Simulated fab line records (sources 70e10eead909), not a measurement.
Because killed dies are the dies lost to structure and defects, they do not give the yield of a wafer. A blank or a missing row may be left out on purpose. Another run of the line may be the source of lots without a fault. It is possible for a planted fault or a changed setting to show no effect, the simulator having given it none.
What tool caused it?	flow nand harc	34 wafers from 12 lots sampled at 5 of the route's 1302 steps

## WHAT EACH GAUGE READ, for each wafer
NHARC_END_SORT_01.
lot	measured	on	killed at array	killed at other	killed at periphery	killed dies	killed open	killed short
L925	day 29 07:03	prober-01	398 57	0 4	2 1	400 62	2 3	2 5
L926	day 29 13:55	prober-02	59 510	2 3	2 3	63 516	3 4	2 1

## WHICH TOOL RAN EACH LOT (tool, then ch and the chambers of the sampled wafers, then the start)
lot	NHARC_A_STAIRCASE_ETCH_201	NHARC_A_STAIRCASE_STRIP_205	NHARC_A_STAIRCASE_TRIM_226	NHARC_A_STAIRCASE_TRIM_229
L914	rie diel-12 ch 0,3, day 16 00:35 or earlier	plasma asher-01 ch 0,1, day 16 00:35	rie diel-03 ch 0,2,3, day 16 02:51	rie diel-03 ch 0,1,2, day 16 03:11
L916	rie diel-12 ch 1,2, day 17 04:14 or earlier	plasma asher-02 ch 0,1, day 17 04:14	rie diel-12 ch 0,2, day 17 06:28	rie diel-13 ch 0,3, day 17 06:47
L918	rie diel-03 ch 0,1, day 17 09:59 or earlier	plasma asher-02 ch 0,1, day 17 09:59	rie diel-13 ch 2,3, day 17 14:32	rie diel-03 ch 1,3, day 17 14:58
L921	rie diel-13 ch 1,2,3, day 18 23:59 or earlier	plasma asher-01 ch 0,1, day 18 23:59	rie diel-13 ch 2,3, day 19 02:19	rie diel-13 ch 1,3, day 19 02:49
L925	rie diel-13 ch 0,3, day 20 12:31 or earlier	plasma asher-02 ch 0,1, day 20 12:31	rie diel-12 ch 2,3, day 20 14:38	rie diel-12 ch 1,2, day 20 15:01
L926	rie diel-03 ch 0,1, day 20 17:56 or earlier	plasma asher-01 ch 0, day 20 17:56	rie diel-12 ch 1,2, day 20 20:10	rie diel-13 ch 2,3, day 20 20:34
L928	rie diel-13 ch 0,1, day 22 07:46 or earlier	plasma asher-02 ch 0,1, day 22 07:46	rie diel-03 ch 1,2,3, day 22 10:17	rie diel-13 ch 0,3, day 22 10:35
L929	rie diel-12 ch 0,2,3, day 22 23:35 or earlier	plasma asher-01 ch 0,1, day 22 23:35	rie diel-13 ch 0,1,3, day 23 01:48	rie diel-13 ch 0,1, day 23 02:07
L933	rie diel-13 ch 0,3, day 24 02:35 or earlier	plasma asher-01 ch 0,1, day 24 02:35	rie diel-03 ch 1,2,3, day 24 04:55	rie diel-13 ch 0,2,3, day 24 05:13
L934	rie diel-03 ch 0,2,3, day 24 13:27 or earlier	plasma asher-01 ch 0,1, day 24 13:27	rie diel-03 ch 0,1,2, day 24 15:41	rie diel-03 ch 1,2,3, day 24 16:01
L935	rie diel-12 ch 1,2, day 24 22:18 or earlier	plasma asher-02 ch 0,1, day 24 22:18	rie diel-03 ch 0,3, day 25 00:27	rie diel-03 ch 0,1, day 25 00:49
L937	rie diel-13 ch 0,1, day 25 05:37 or earlier	plasma asher-01 ch 0,1, day 25 05:37	rie diel-03 ch 0,1,3, day 25 07:56	rie diel-03 ch 1,2, day 25 08:14
- NHARC_A_STAIRCASE_ETCH_201: etches the open film in C4F8/O2, target depth 100 nm, time 40.5 s.
- NHARC_A_STAIRCASE_STRIP_205: strips in O2.
- NHARC_A_STAIRCASE_TRIM_226: chemistry O2, time 211.2 s.
- NHARC_A_STAIRCASE_TRIM_229: chemistry O2, time 211.2 s.

## WHAT THE TOOLS THEMSELVES READ (means of the sampled wafers that have a number; where no wafer has one, the mark that the record gives instead)
NHARC_A_STAIRCASE_ETCH_201.
lot	tool	oes product au (a.u.)	rf vpp V (V)
L914	rie diel-12	0.948	900
L916	rie diel-12	0.959	891
L918	rie diel-03	0.945	898
L921	rie diel-13	0.931	891
L925	rie diel-13	0.931	893
L926	rie diel-03	0.938	900
L928	rie diel-13	0.951	890
L929	rie diel-12	0.948	897
L933	rie diel-13	0.939	892
L934	rie diel-03	0.952	894
L935	rie diel-12	0.959	897
L937	rie diel-13	0.927	902

NHARC_A_STAIRCASE_STRIP_205.
lot	tool	drypump motor current A (A)	heater power w (W)
L914	plasma asher-01	5.9	319
L916	plasma asher-02	5.4	323
L918	plasma asher-02	5.2	321
L921	plasma asher-01	5.6	317
L925	plasma asher-02	5.3	324
L926	plasma asher-01	6.1	325
L928	plasma asher-02	5.4	326
L929	plasma asher-01	5.9	322
L933	plasma asher-01	5.6	319
L934	plasma asher-01	5.6	318
L935	plasma asher-02	5.2	318
L937	plasma asher-01	5.9	321

NHARC_A_STAIRCASE_TRIM_226.
lot	tool	drypump motor current A (A)	oes product au (a.u.)	rf vpp V (V)	run length s (s)	showerhead plenum p Torr (Torr)	throttle valve pct (%)
L914	rie diel-03	5.7	0.993	57.6	232.23	3.50	17.032
L916	rie diel-12	6.2	1.006	56.7	232.44	3.44	17.042
L918	rie diel-13	6.2	0.993	56.9	232.28	3.50	17.033
L921	rie diel-13	6.2	0.990	57.5	232.23	3.49	17.031
L925	rie diel-12	6.1	0.999	57.7	201.89	3.62	17.029
L926	rie diel-12	6.2	1.002	59.0	201.94	3.63	17.032
L928	rie diel-03	5.4	0.996	57.9	232.18	3.56	17.035
L929	rie diel-13	6.3	1.007	58.1	232.46	3.57	17.036
L933	rie diel-03	5.5	1.001	57.7	232.06	3.56	17.038
L934	rie diel-03	5.4	1.006	57.8	232.22	3.57	17.029
L935	rie diel-03	6.1	1.005	57.4	232.34	3.49	17.044
L937	rie diel-03	5.8	0.994	58.3	232.27	3.57	17.031

NHARC_A_STAIRCASE_TRIM_229.
lot	tool	drypump motor current A (A)	oes product au (a.u.)	rf vpp V (V)	run length s (s)	showerhead plenum p Torr (Torr)	throttle valve pct (%)
L914	rie diel-03	5.4	0.993	57.3	232.2	3.60	17.040
L916	rie diel-13	6.2	0.995	56.8	232.6	3.50	17.036
L918	rie diel-03	5.5	1.008	57.5	232.2	3.70	17.043
L921	rie diel-13	6.5	0.990	57.3	232.4	3.35	17.043
L925	rie diel-12	6.2	1.007	57.0	232.6	3.64	17.028
L926	rie diel-13	6.3	0.996	58.5	232.1	3.45	17.013
L928	rie diel-13	6.4	0.989	57.6	232.4	3.42	17.032
L929	rie diel-13	6.1	1.000	57.8	232.7	3.62	17.037
L933	rie diel-13	6.2	0.999	58.3	232.4	3.47	17.043
L934	rie diel-03	5.5	1.001	57.2	232.4	3.56	17.040
L935	rie diel-03	5.5	1.000	57.7	232.4	3.67	17.039
L937	rie diel-03	5.1	1.003	57.8	232.3	3.64	17.032

## THE ANSWER, worked out from the rows above alone
Rule: the usual values come from the lots themselves. Put in order of their means at a reading, lots are off if they are a third of the lots or fewer, leave a main group of 4 or more, and stand apart from it by a gap of 3 or more times the standard deviation of the main group's means; of several such gaps the widest counts. Not used: any main group whose means are identical at the precision the tables above print for the reading. Also off: a lot with no number at a reading for which 4 or more lots have one. Any other lot the step has rows for is counted as sound. Order of review: gauges by route order, followed by the tools' own readings, for which a lot's mean as printed above is used. At the first step where some lot is off, the reading lying furthest off is the one used; lots without a number count as furthest.
Off: L925, L926, at NHARC_A_STAIRCASE_TRIM_226 (run length s). For the main group the mean is 232.27 s and the standard deviation 0.11.
A tool fits if, at that step or a process step before it, it ran every lot that is off, and no sound lot after the first of them. With no start given for some of its lots, NHARC_A_STAIRCASE_ETCH_201 uses the hours and lot order of NHARC_A_STAIRCASE_STRIP_205. One fits: rie diel-12 at NHARC_A_STAIRCASE_TRIM_226. A fault onset in the window from L916 (day 17 06:28, its last sound lot) to L925 (day 20 14:38, its first lot off) fits.
On the lots that are off, the tool's own readings at NHARC_A_STAIRCASE_TRIM_226 differ by more than 5 times the standard deviation of the sound lots' means, which bears it out; run length s reads 201.91 s there versus 232.27 s on the sound lots.

## WHAT HAD BEEN PUT IN BY THE SIMULATOR
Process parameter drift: rie diel-12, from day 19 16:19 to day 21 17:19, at NHARC_A_STAIRCASE_TRIM_226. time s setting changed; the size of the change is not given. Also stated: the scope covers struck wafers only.
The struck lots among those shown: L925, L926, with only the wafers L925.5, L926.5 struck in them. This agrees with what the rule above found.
